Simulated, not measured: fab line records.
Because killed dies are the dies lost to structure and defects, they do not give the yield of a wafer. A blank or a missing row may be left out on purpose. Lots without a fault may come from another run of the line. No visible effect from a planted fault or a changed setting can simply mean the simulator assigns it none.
Struck lot and sound lot, side by side | flow n5-finfet | 39 steps out of a route of 1938
Sound: the wafers L573.1, L573.3, L573.4. The struck wafers were L576.3, L576.5, L576.6. Last of all comes the cause.
Per side, at each step with rows, come the tool, then ch with its chambers, and then its first start. Under that, the readings that differ: sound wafers | struck wafers | difference of the means | sigmas: that difference in standard deviations of wafers without a fault.
alike: words and numbers the same on both sides, and readings whose means are apart by under 2 such deviations; not compared: readings that were withheld, readings missing a value for some wafer, numbers with overlapping values and no deviation given by the record, and bounds like >300 which may hide the same value.
A row with sigmas, a row that says differs or no value, or rows on one side alone: a step with any of these is where the two part. When numbers do not overlap yet have no deviation, they are printed without sigmas and do not part them. A reading that every wafer of one side lacks parts them only if that side has two wafers or more.

first, 9 steps without rows for these wafers: N5_BEOL_M13_SOFTBAKE_23 (time 60 s); N5_BEOL_M13_EXPOSE_25 (exposes mask M13, target cd 210 nm); N5_BEOL_M13_PEB_26 (peb time 90 s); N5_BEOL_M13_DEVELOP_27 (develop time 45 s); N5_BEOL_M13_HARDBAKE_32 (time 120 s); N5_BEOL_M13_DESCUM_33 (chemistry O2, time 7.9 s); N5_BEOL_M13_ETCH_67 (etches SiARC in CF4, target depth 143 nm, time 238.3 s); N5_BEOL_M13_ETCH_68 (etches SOC in N2/H2, time 355 s); N5_BEOL_M13_STRIP_69 (strips in N2/H2).
N5_BEOL_M13_TRENCH_ETCH_34: etches SiOC in C4F8/O2/Ar, target depth 413.47 nm, time 162.6 s.
  sound on rie-diel-05 ch 0,1,3, day 11 10:38; struck on rie-diel-05 ch 0,2,3, day 12 02:17
  reading                  | sound             | struck          | difference | sigmas
  model.etch.depth-nm (nm) | 416.3 422.8 422.1 | 459.6 474 468.4 | +46.9      |
  alike: drypump-motor-current-A, he-inner-torr, oes-product-au, rf-vpp-V, showerhead-plenum-p-Torr, throttle-valve-pct
  not compared: rf-hours-counter-h
then, 1 step without rows for these wafers: N5_BEOL_M13_STRIP_70 (strips in C4F8/O2/Ar).
N5_BEOL_M13_OCD_MEAS_35:
  sound on ocd-01, day 11 10:49; struck on ocd-01, day 12 02:28
  reading              | sound       | struck      | difference | sigmas
  trench-depth-nm (nm) | 416 423 422 | 460 475 468 | +47        | +8
then, 11 steps without rows for these wafers: N5_BEOL_M13_STRIP_37 (strips in N2/H2); N5_BEOL_M13_ETCH_38 (etches SiCN in CF4/N2, target depth 67.5 nm, time 71.9 s); N5_BEOL_M13_PRECLEAN_39 (cleans in residue remover, time 60 s); N5_BEOL_M13_SRD_40 (time 30 s, dry time 30 s); N5_BEOL_M13_DEGAS_41 (time 60 s); N5_BEOL_M13_PRE_CLEAN_42 (time 30 s); N5_BEOL_M13_SPUTTER_43 (material TaN, target thk 15 nm, time 24.19 s); N5_BEOL_M13_SPUTTER_44 (material Ta, target thk 10 nm, time 16.13 s); N5_BEOL_M13_SPUTTER_45 (material Cu, target thk 80 nm, time 13.33 s); N5_BEOL_M13_ECD_47 (material Cu, target thk 936 nm); N5_BEOL_M13_ANNEAL_48 (time 90 s).
N5_BEOL_M13_CMP_49: polishes, stops on SiOC, t overpolish 17.1 s, target thk 420 nm.
  sound on cmp-04 ch 1,2,3, day 11 12:34; struck on cmp-03 ch 0,2,3, day 12 05:04
  reading                                 | sound           | struck          | difference | sigmas
  model.Cu_of_BEOL_M13_ECD_47.thk-nm (nm) | 420.8 428.8 428 | 465.8 482 474.6 | +48.3      |
  alike: barrier-field-endpoint-s, head-pressure-psi, motor-current-A, overpolish-run-s
N5_BEOL_M13_THK_MEAS_50: measures by xrf.
  sound on film-metro-02, day 11 12:52; struck on film-metro-02, day 12 05:17
  reading      | sound       | struck      | difference | sigmas
  M13_THK (nm) | 422 430 430 | 471 488 480 | +52        | +7
then, 2 steps without rows for these wafers: N5_BEOL_M13_PRE_CLEAN_52 (time 15 s); N5_BEOL_M13_DEP_53 (deposits SiCN from 3MS/NH3, target thk 50 nm, time 17.8 s).
N5_BEOL_M13_RS_MEAS_54: the measuring method here is four-point-probe.
  sound on film-metro-02, day 11 12:59; struck on film-metro-02, day 12 05:25
  reading         | sound                | struck               | difference | sigmas
  M13_RS (ohm/sq) | 0.0449 0.0441 0.0442 | 0.0404 0.0390 0.0396 | -0.0047    | -7
then, 9 steps without rows for these wafers: N5_BEOL_M14_ILD_DEP_00 (deposits SiO2 from TEOS/O2, target thk 1119.3 nm, time 237.4 s); N5_BEOL_M14_COAT_58 (time 60 s, resist thk 89 nm); N5_BEOL_M14_COAT_04 (resist thk 800 nm); N5_BEOL_M14_EBR_06; N5_BEOL_M14_SOFTBAKE_05 (time 60 s); N5_BEOL_M14_EXPOSE_07 (exposes mask V13); N5_BEOL_M14_PEB_08 (peb time 90 s); N5_BEOL_M14_DEVELOP_09 (develop time 45 s); N5_BEOL_M14_HARDBAKE_14 (time 120 s).
N5_BEOL_M15_RC_MEAS_101:
  sound on prober-02 ch 0, day 12 04:32; struck on prober-01 ch 0, day 12 19:08
  reading                    | sound             | struck            | difference | sigmas
  SERP_M13 (ohm/um)          | 0.314 0.301 0.302 | 0.275 0.268 0.277 | -0.032     | -6
  SERP_M13_max_site (ohm/um) | 0.317 0.301 0.304 | 0.280 0.272 0.280 | -0.030     | -5
  alike: etest-temp-c, COMB_M10, COMB_M11, COMB_M12, COMB_M13, COMB_M13_max_site, COMB_M14, COMB_M15, COMB_M15_max_site, COMB_M5, COMB_M6, COMB_M7, COMB_M8, COMB_M9, SERP_M10, SERP_M11, SERP_M11_max_site, SERP_M12, SERP_M14, SERP_M5, SERP_M6, SERP_M7, SERP_M7_max_site, SERP_M8, SERP_M9
N5_PASSIVATION_PROBE_49:
  rows exist in the record for the struck wafers here (prober-01, day 13 09:02), but not for the sound ones

== WHERE THEY PART ==
Earliest at N5_BEOL_M13_OCD_MEAS_35; latest, in this record, at N5_PASSIVATION_PROBE_49.

WHY: what the simulator had put in
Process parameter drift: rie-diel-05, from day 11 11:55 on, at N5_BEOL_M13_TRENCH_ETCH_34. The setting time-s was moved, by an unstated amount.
